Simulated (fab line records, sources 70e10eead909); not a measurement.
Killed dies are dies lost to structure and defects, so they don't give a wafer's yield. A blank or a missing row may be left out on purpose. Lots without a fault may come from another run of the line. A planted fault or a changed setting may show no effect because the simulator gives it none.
Which tool did it? | flow nand_harc | 11 lots, 33 wafers sampled, at 5 steps of a route of 1159

WHAT THE GAUGES READ, wafer by wafer
NHARC_A_BLC_INSPECT_28.
lot  | measured     | on                | raw_defect_count
L493 | day 17 20:19 | defect_inspect-02 | 366 328 324
L496 | day 18 06:55 | defect_inspect-01 | 314 407 383
L497 | day 18 10:16 | defect_inspect-02 | 591 676 567
L495 | day 18 11:25 | defect_inspect-01 | 556 330 510
L498 | day 19 08:52 | defect_inspect-01 | 572 569 614
L503 | day 19 18:04 | defect_inspect-01 | 360 389 405
L504 | day 20 08:47 | defect_inspect-02 | 419 614 416
L505 | day 20 13:16 | defect_inspect-02 | 412 407 528
L507 | day 21 15:59 | defect_inspect-02 | 548 463 489
L512 | day 21 16:26 | defect_inspect-02 | 374 392 235
L515 | day 22 13:40 | defect_inspect-02 | 398 389 327

NHARC_END_SORT_01.
lot  | measured     | on        | defect_limited_yield (%) | killed_at_array | killed_at_other | killed_at_periphery | killed_dies | killed_open | killed_short | sort_bin_2_pct (%) | sort_bin_3_pct (%) | sort_bin_4_pct (%) | sort_n_pass | sort_rim_yield_pct (%) | sort_yield_pct (%)
L496 | day 20 05:18 | prober-01 | 98.4 97.8 98.2           | 8 10 11         | 1 2 0           | 2 3 1               | 11 15 12    | 2 3 4       | 2 3 1        | 0.1 0.3 0.3        | 0.30 0.30 0.15     | 1.2 1.6 1.3        | 666 662 665 | 97 97 98               | 98.4 97.8 98.2
L495 | day 20 12:48 | prober-02 | 96.5 96.5 97.5           | 20 20 12        | 0 0 0           | 4 4 5               | 24 24 17    | 1 3 2       | 1 2 0        | 0.7 1.0 1.2        | 0.30 0.15 0.15     | 2.5 2.4 1.2        | 653 653 660 | 93 94 95               | 96.5 96.5 97.5
L503 | day 21 19:29 | prober-01 | 95.4 94.8 96.6           | 26 23 17        | 1 4 2           | 4 8 4               | 31 35 23    | 4 4 1       | 2 1 1        | 1.8 1.0 1.3        | 0.30 0.44 0.15     | 2.5 3.7 1.9        | 646 642 654 | 95 90 95               | 95.4 94.8 96.6
L505 | day 22 03:14 | prober-02 | 95.0 95.4 95.6           | 30 28 27        | 1 1 1           | 3 2 2               | 34 31 30    | 2 4 6       | 3 3 2        | 1.5 1.6 1.5        | 0.15 0 0.30        | 3.4 3.0 2.7        | 643 646 647 | 92 93 92               | 95.0 95.4 95.6
L507 | day 23 05:12 | prober-02 | 91.4 0 92.6              | 55 677 50       | 0 0 0           | 3 0 0               | 58 677 50   | 7 2 2       | 0 1 1        | 3.7 94.4 2.7       | 0.44 0.44 0.15     | 4.4 5.2 4.6        | 619 0 627   | 92 0 95                | 91.4 0 92.6
L512 | day 23 12:20 | prober-01 | 0 97.5 96.5              | 675 15 18       | 0 0 1           | 2 2 5               | 677 17 24   | 0 1 7       | 1 0 1        | 99.0 0.4 1.5       | 0.15 0.30 0        | 0.9 1.8 2.1        | 0 660 653   | 0 97 95                | 0 97.5 96.5
L515 | day 24 08:04 | prober-02 | 95.4 92.3 94.5           | 30 46 36        | 1 2 0           | 0 4 1               | 31 52 37    | 4 4 0       | 0 4 0        | 1.3 2.5 1.8        | 0.30 0.59 0.30     | 3.0 4.6 3.4        | 646 625 640 | 98 96 96               | 95.4 92.3 94.5

WHICH TOOL RAN EACH LOT (tool, then ch and the chambers of the sampled wafers, then the start)
lot  | NHARC_A_BLC_CMP_25            | NHARC_A_M0_DESCUM_14               | NHARC_A_M0_ETCH_15
L493 | cmp-02 ch 0,1,2, day 17 19:55 | rie_diel-13 ch 0,1,3, day 17 21:28 | rie_diel-13 ch 2,3, day 17 21:38
L496 | cmp-02 ch 0,1,3, day 18 06:32 | rie_diel-07 ch 1,2,3, day 18 07:58 | rie_diel-07 ch 0,1, day 18 08:07
L497 | cmp-01 ch 0,2, day 18 09:53   | rie_diel-13 ch 1,2,3, day 18 11:22 | rie_diel-13 ch 0,1,2, day 18 11:33
L495 | cmp-01 ch 0,2, day 18 11:02   | rie_diel-13 ch 1,2,3, day 18 12:35 | rie_diel-13 ch 0,1,3, day 18 12:46
L498 | cmp-01 ch 0,1,2, day 19 08:31 | rie_diel-13 ch 0,3, day 19 09:57   | rie_diel-13 ch 0,1,3, day 19 10:07
L503 | cmp-02 ch 1,2, day 19 17:41   | rie_diel-13 ch 0,1,3, day 19 19:02 | rie_diel-13 ch 0,2,3, day 19 19:12
L504 | cmp-03 ch 0,2, day 20 08:23   | rie_diel-13 ch 0,2, day 20 09:55   | rie_diel-13 ch 0,2,3, day 20 10:07
L505 | cmp-03 ch 0,1,2, day 20 12:53 | rie_diel-06 ch 1,3, day 20 14:22   | rie_diel-06 ch 0,3, day 20 14:31
L507 | cmp-03 ch 0,2, day 21 15:35   | rie_diel-13 ch 0,2,3, day 21 17:07 | rie_diel-13 ch 1,2,3, day 21 17:17
L512 | cmp-01 ch 0,2,3, day 21 16:03 | rie_diel-13 ch 0,1,2, day 21 17:54 | rie_diel-13 ch 0,1, day 21 18:04
L515 | cmp-03 ch 0,1,2, day 22 13:17 | rie_diel-06 ch 1,2,3, day 22 14:46 | rie_diel-06 ch 0,2,3, day 22 14:58
- NHARC_A_BLC_CMP_25: polishes, t overpolish 30 s, target thk 150 nm.
- NHARC_A_M0_DESCUM_14: chemistry O2, time 3 s.
- NHARC_A_M0_ETCH_15: etches the open film in C4F8/Ar, target depth 150 nm, overetch 15 nm, time 82.5 s.

WHAT THE TOOLS THEMSELVES READ (means of the sampled wafers that have a number; where no wafer has one, the mark that the record gives instead)
NHARC_A_BLC_CMP_25.
lot  | tool   | motor_current_A (A) | overpolish_run_s (s) | retaining_ring_pressure_frac | slurry_flow_ml_min | time_to_endpoint_s (s)
L493 | cmp-02 | 11.7                | 30.002               | 0.999                        | 150.1              | 29.9
L496 | cmp-02 | 11.4                | 30.003               | 1.000                        | 149.8              | 28.5
L497 | cmp-01 | 13.0                | 30.011               | 1.000                        | 149.9              | 32.9
L495 | cmp-01 | 13.2                | 30.006               | 1.000                        | 150.1              | 29.3
L498 | cmp-01 | 12.5                | 30.000               | 1.002                        | 149.9              | 31.4
L503 | cmp-02 | 11.8                | 30.001               | 0.994                        | 150.7              | 33.8
L504 | cmp-03 | 10.9                | 30.001               | 1.001                        | 150.2              | 29.2
L505 | cmp-03 | 10.9                | 29.995               | 1.001                        | 150.3              | 31.1
L507 | cmp-03 | 10.3                | 30.011               | 1.003                        | 150.1              | 29.7
L512 | cmp-01 | 12.3                | 29.998               | 1.003                        | 150.2              | 30.9
L515 | cmp-03 | 10.9                | 30.005               | 0.998                        | 149.5              | 29.4

NHARC_A_M0_DESCUM_14.
lot  | tool        | chamber_pressure_mTorr (mTorr) | drypump_motor_current_A (A) | oes_product_au (a.u.) | rf_vpp_V (V) | showerhead_plenum_p_Torr (Torr) | throttle_valve_pct (%)
L493 | rie_diel-13 | 59.98                          | 6.0                         | 0.991                 | 57.1         | 1.94                            | 11.309
L496 | rie_diel-07 | 59.98                          | 6.0                         | 1.000                 | 57.9         | 1.93                            | 11.309
L497 | rie_diel-13 | 60.03                          | 6.0                         | 0.998                 | 57.8         | 1.96                            | 11.317
L495 | rie_diel-13 | 60.03                          | 6.0                         | 0.992                 | 58.5         | 1.96                            | 11.308
L498 | rie_diel-13 | 59.97                          | 5.7                         | 0.978                 | 56.6         | 1.91                            | 11.309
L503 | rie_diel-13 | 60.03                          | 5.9                         | 0.998                 | 58.2         | 1.94                            | 11.309
L504 | rie_diel-13 | 60.00                          | 5.4                         | 0.985                 | 59.0         | 1.98                            | 11.312
L505 | rie_diel-06 | 60.01                          | 5.6                         | 0.992                 | 58.0         | 1.94                            | 11.316
L507 | rie_diel-13 | 60.03                          | 5.6                         | 0.989                 | 57.3         | 1.93                            | 11.315
L512 | rie_diel-13 | 59.99                          | 5.7                         | 1.011                 | 57.6         | 2.01                            | 11.303
L515 | rie_diel-06 | 59.98                          | 5.5                         | 1.002                 | 57.9         | 1.95                            | 11.302

NHARC_A_M0_ETCH_15.
lot  | tool        | chamber_pressure_mTorr (mTorr) | oes_product_au (a.u.) | rf_vpp_V (V)
L493 | rie_diel-13 | 25.013                         | 0.925                 | 442
L496 | rie_diel-07 | 25.005                         | 0.968                 | 438
L497 | rie_diel-13 | 25.017                         | 0.913                 | 444
L495 | rie_diel-13 | 25.010                         | 0.918                 | 442
L498 | rie_diel-13 | 25.004                         | 0.909                 | 441
L503 | rie_diel-13 | 25.005                         | 0.921                 | 441
L504 | rie_diel-13 | 24.991                         | 0.956                 | 440
L505 | rie_diel-06 | 25.013                         | 0.955                 | 441
L507 | rie_diel-13 | 25.029                         | 0.938                 | 442
L512 | rie_diel-13 | 24.984                         | 0.928                 | 444
L515 | rie_diel-06 | 25.015                         | 0.956                 | 441

THE ANSWER, worked out from the rows above alone
Rule: what is usual is taken from the lots themselves. Put in order of their means at a reading, lots are off if they are a third of the lots or fewer, leave a main group of 4 or more, and stand apart from it by a gap of 3 or more times the standard deviation of the main group's means; of several such gaps the widest counts. A main group whose means are all the same, to the digits that the tables above print for the reading, isn't used. A lot without any number at a reading at which 4 lots or more have one is off too. The other lots that the step has rows for count as sound. The gauges are gone through in route order, then the tools' own readings, and for those a lot's mean is taken as printed above. The first step at which some lot is off is used, and at that step the reading that is off furthest; a lot without a number counts as furthest.
Off: L507, L512, at NHARC_END_SORT_01 (sort_bin_2_pct). The main group: mean 1.2 %, standard deviation 0.56. Neither off nor sound, because the step has no rows for them: L493, L497, L498, L504.
A tool fits if, at a process step before that reading, it ran every lot that is off, and no sound lot after the first of them. The gauges at NHARC_END_SORT_01 are tried like those tools. One fits: rie_diel-13 at NHARC_A_M0_DESCUM_14 and NHARC_A_M0_ETCH_15. At NHARC_A_M0_DESCUM_14 its last sound lot is L503 (day 19 19:02), its first lot that is off L507 (day 21 17:07): a fault that began between those two fits.

WHAT THE SIMULATOR HAD PUT IN
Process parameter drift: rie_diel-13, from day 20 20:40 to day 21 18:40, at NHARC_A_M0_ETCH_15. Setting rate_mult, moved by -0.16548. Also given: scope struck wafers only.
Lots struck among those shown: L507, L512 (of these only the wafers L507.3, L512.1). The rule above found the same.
